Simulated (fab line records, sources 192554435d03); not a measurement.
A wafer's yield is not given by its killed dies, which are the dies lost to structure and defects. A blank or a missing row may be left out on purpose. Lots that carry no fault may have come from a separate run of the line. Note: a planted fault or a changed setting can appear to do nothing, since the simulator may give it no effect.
Comparing a struck lot with a sound one | flow n5Finfet | 15 out of 1938 route steps
Sound: wafers L232.1, L232.2, L232.5. Struck: wafer L244.5; the same lot's L244.1 was not struck, so it is left out; see the end for the cause.
Each step with rows lists, per side, the tool, then ch with its chambers, then its first start. Under that, the readings that differ: sound wafers | struck wafers | difference of the means | sigmas: that difference in standard deviations of wafers without a fault.
alike: same words and numbers on both sides, and readings whose means sit less than 2 such deviations apart. not compared: any withheld reading, any reading some wafer has no value for, any bound like >300 that may hide the same value, and any number with overlapping values for which the record gives no deviation.
Wherever a step has rows on one side only, a row that says differs or no value, or a row with sigmas, the two part there. Numbers that have no deviation but don't overlap get no sigmas and don't part them. A reading missing from all wafers of one side parts the sides only when that side holds two or more wafers.

first, 4 steps without rows for these wafers: N5_SD_EPI_P_SOFTBAKE_04 (time 60 s); N5_SD_EPI_P_EXPOSE_06 (exposes mask SD P BLK, target cd 240 nm); N5_SD_EPI_P_PEB_07 (peb time 60 s); N5_SD_EPI_P_DEVELOP_08 (develop time 30 s).
N5_SD_EPI_P_CD_MEAS_09 targets a cd of 240 nm.
  sound on cdSem-02 ch 0, day 3 17:10; struck on cdSem-01 ch 0, day 6 17:37
  alike: cdNm
N5_SD_EPI_P_OVL_MEAS_10:
  sound on overlay-02 ch 0, day 3 17:13; struck on overlay-02 ch 0, day 6 17:39
  alike: SD_P_BLK_OVL
N5_SD_EPI_P_INSPECT_11: inspects for defects (macro).
  sound: defectInspect-02 at day 3 17:14; struck: defectInspect-01 at day 6 17:40
  alike: rawDefectCount
N5_SD_EPI_P_DESCUM_14: chemistry O2, time 7.9 s.
  sound on rieDiel-02 ch 0,2,3, day 3 17:16; struck on rieDiel-05 ch 0, day 6 17:43
  alike: drypumpMotorCurrentA, oesProductAu, rfVppV, showerheadPlenumPTorr, throttleValvePct
  not compared: rfHoursCounterH
N5_SD_EPI_P_ETCH_36: etches SiARC in CF4, target depth 45.5 nm, time 75.8 s.
  sound on rieDiel-02 ch 0,2,3, day 3 17:18; struck on rieDiel-05 ch 0, day 6 17:44
  alike: drypumpMotorCurrentA, etchRfOnTimeS, oesProductAu, rfVppV, showerheadPlenumPTorr, throttleValvePct
  not compared: rfHoursCounterH
N5_SD_EPI_P_ETCH_37: etches SOC in N2/H2, overetch 108 nm, time 486 s.
  sound on rieDiel-02 ch 0,2,3, day 3 17:21; struck on rieDiel-05 ch 0, day 6 17:48
  alike: drypumpMotorCurrentA, oesProductAu, rfVppV, showerheadPlenumPTorr, throttleValvePct
  not compared: rfHoursCounterH
then, 1 step without rows for these wafers: N5_SD_EPI_P_STRIP_38 (strips in N2/H2).
N5_SD_EPI_P_ETCHBACK_46: etches SiNx in CH3F/O2, stops on SiO2, target depth 17.5 nm.
  sound on rieDiel-02 ch 0,2,3, day 3 17:41; struck on rieDiel-05 ch 0, day 6 18:07
  alike: drypumpMotorCurrentA, oesProductAu, rfVppV, showerheadPlenumPTorr, throttleValvePct
  not compared: rfHoursCounterH
N5_SD_EPI_P_ETCH_47: etches SiOCN in CH3F/O2, target depth 25 nm.
  sound on rieDiel-02 ch 0,2,3, day 3 17:47; struck on rieDiel-05 ch 0, day 6 18:13
reading                 | sound             | struck | difference | sigmas
model.etch.depthNm (nm) | 24.82 25.13 26.37 | 35.51  | +10.07     | 
  alike: drypumpMotorCurrentA, oesProductAu, rfVppV, showerheadPlenumPTorr, throttleValvePct
  not compared: rfHoursCounterH
N5_SD_EPI_P_ETCH_16: etches SiO2 in CHF3/O2, target depth 5 nm.
  sound on rieDiel-02 ch 0,2,3, day 3 17:53; struck on rieDiel-05 ch 0, day 6 18:19
reading               | sound             | struck | difference | sigmas
CHF3_flow_sccm (sccm) | 49.88 49.71 50.03 | 50.20  | +0.33      | +2
  alike: drypumpMotorCurrentA, oesProductAu, rfVppV, showerheadPlenumPTorr, throttleValvePct
  not compared: rfHoursCounterH
-- the record jumps here: 5 days lie between the struck wafers' starts before and after (it left off in module SD_EPI_P and takes up again in module BEOL_M4, whose first step shown is number 1111 of the route) --
N5_BEOL_M4_RC_MEAS_101:
  sound on prober-02 ch 0, day 8 00:37; struck on prober-02 ch 0, day 11 07:19
  alike: DIBL_N, DIBL_P, IOFF_N, IOFF_P, ION_N, ION_P, SS_N, SS_P, VT_N, VT_P

== WHERE THEY PART ==
N5_SD_EPI_P_ETCH_16 only, going by this record. Later steps at which nothing parts them and some readings are alike: N5_BEOL_M4_RC_MEAS_101.

WHY: what the simulator had put in
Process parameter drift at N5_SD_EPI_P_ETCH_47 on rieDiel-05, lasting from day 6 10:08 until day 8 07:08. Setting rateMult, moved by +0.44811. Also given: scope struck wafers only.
